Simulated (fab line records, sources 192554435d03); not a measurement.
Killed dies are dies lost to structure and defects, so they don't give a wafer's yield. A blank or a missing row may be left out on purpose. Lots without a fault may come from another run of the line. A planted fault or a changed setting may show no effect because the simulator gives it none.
A struck lot beside a sound one | flow n5_finfet | 15 steps out of a route of 1938
Sound: wafers L589.2, L589.4, L589.6. Struck: wafer L596.2. (L596.6 of the same lot was not struck and is left out.) The cause comes at the end.
At each step with rows: each side's tool, then ch and its chambers, then its first start. Under that, the readings that differ: sound wafers | struck wafers | difference of the means | sigmas: that difference in standard deviations of wafers without a fault.
alike: readings whose means differ by less than 2 such deviations, and words and numbers that are the same on both sides. not compared: withheld readings, readings that some wafer has no value for, bounds like >300 that may hide the same value, and numbers for which the record gives no deviation and whose values overlap.
The two part at a step that has a row with sigmas, a row that says differs or no value, or rows on one side only. Numbers that don't overlap but have no deviation are shown without sigmas and don't part them. A reading that every wafer of one side lacks parts them only if that side has two wafers or more.

first, 1 step without rows for these wafers: N5_BEOL_M1_DEVELOP_27 (develop time 30 s).
N5_BEOL_M1_CD_MEAS_28: target cd y 23.3 nm.
  sound on cd_sem-02 ch 0, day 7 13:23; struck on cd_sem-01 ch 0, day 9 17:20
  alike: cd_nm
N5_BEOL_M1_OVL_MEAS_29:
  sound on overlay-02 ch 0, day 7 13:26; struck on overlay-02 ch 0, day 9 17:22
  alike: V0_OVL
N5_BEOL_M1_INSPECT_30: inspects for defects (brightfield).
  sound on defect_inspect-01, day 7 13:29; struck on defect_inspect-01, day 9 17:25
  alike: raw_defect_count
N5_BEOL_M1_DESCUM_33: chemistry O2, time 7 s.
  sound on rie_diel-04 ch 2,3, day 7 13:39; struck on rie_diel-06 ch 0, day 9 17:27
  alike: drypump_motor_current_A, oes_product_au, rf_vpp_V, showerhead_plenum_p_Torr, temp_c, throttle_valve_pct
  not compared: rf_hours_counter_h
N5_BEOL_M1_ETCH_77: etches underlayer in N2/H2, target depth 6.5 nm, time 5.2 s.
  sound on rie_diel-04 ch 2,3, day 7 13:41; struck on rie_diel-06 ch 0, day 9 17:29
  alike: drypump_motor_current_A, etch_rf_on_time_s, oes_product_au, rf_vpp_V, showerhead_plenum_p_Torr, throttle_valve_pct
  not compared: rf_hours_counter_h
N5_BEOL_M1_ETCH_69: etches SiARC in CF4, target depth 15.6 nm, time 26 s.
  sound on rie_diel-04 ch 2,3, day 7 13:42; struck on rie_diel-06 ch 0, day 9 17:30
  alike: drypump_motor_current_A, etch_rf_on_time_s, oes_product_au, rf_vpp_V, showerhead_plenum_p_Torr, throttle_valve_pct
  not compared: rf_hours_counter_h
then, 1 step without rows for these wafers: N5_BEOL_M1_ALD_98 (deposits SiO2, target thk 2.5 nm, pulse time 1 s, co reactant pulse time 1 s).
N5_BEOL_M1_ETCHBACK_99: etches SiO2 in CHF3, target depth 5 nm, time 10.4 s.
  sound on rie_diel-06 ch 0,2,3, day 7 20:26; struck on rie_diel-04 ch 0, day 9 19:44
  alike: drypump_motor_current_A, oes_ar_750_au, oes_product_au, rf_vpp_V, showerhead_plenum_p_Torr, throttle_valve_pct
  not compared: rf_hours_counter_h
N5_BEOL_M1_ETCH_70: etches SOC in N2/H2, target depth 80 nm, overetch 16 nm, time 120 s.
  sound on rie_diel-06 ch 0,2,3, day 7 20:28; struck on rie_diel-04 ch 0, day 9 19:46
  alike: drypump_motor_current_A, oes_product_au, rf_vpp_V, showerhead_plenum_p_Torr, temp_c, throttle_valve_pct
  not compared: rf_hours_counter_h
then, 2 steps without rows for these wafers: N5_BEOL_M1_STRIP_71 (strips in N2/H2); N5_BEOL_M1_STRIP_78 (strips in N2/H2).
N5_BEOL_M1_VIA_ETCH_34: etches the open film in C4F6/O2, target depth 67.8 nm, time 64.4 s.
  sound on rie_diel-06 ch 0,2,3, day 7 20:34; struck on rie_diel-04 ch 0, day 9 19:52
  reading                                  | sound            | struck | difference | sigmas
  oes_product_au (a.u.)                    | 0.94 0.72 0.73   | 0.65   | -0.15      | -2
  model.etch.depth_nm (nm)                 | 68.47 68.43 66.7 | 53.23  | -14.64     |
  model.SOC_of_BEOL_M1_COAT_67.thk_nm (nm) | 52 51.8 51.8     | 53.6   | +1.7       |
  alike: drypump_motor_current_A, oes_ar_750_au, rf_vpp_V, showerhead_plenum_p_Torr, throttle_valve_pct
  not compared: rf_hours_counter_h
then, 1 step without rows for these wafers: N5_BEOL_M1_STRIP_83 (strips in C4F6/O2).
N5_BEOL_M4_RC_MEAS_101:
  sound on prober-02 ch 0, day 9 11:20; struck on prober-01 ch 0, day 11 12:11
  alike: DIBL_N, DIBL_P, IOFF_N, IOFF_P, ION_N, ION_P, SS_N, SS_P, VT_N, VT_P

WHERE THEY PART
Only at N5_BEOL_M1_VIA_ETCH_34, within this record. Later steps at which nothing parts them and some readings are alike: N5_BEOL_M4_RC_MEAS_101.

WHY: what the simulator had put in
Process parameter drift: rie_diel-04, from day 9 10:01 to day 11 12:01, at N5_BEOL_M1_VIA_ETCH_34. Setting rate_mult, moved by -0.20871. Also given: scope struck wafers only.
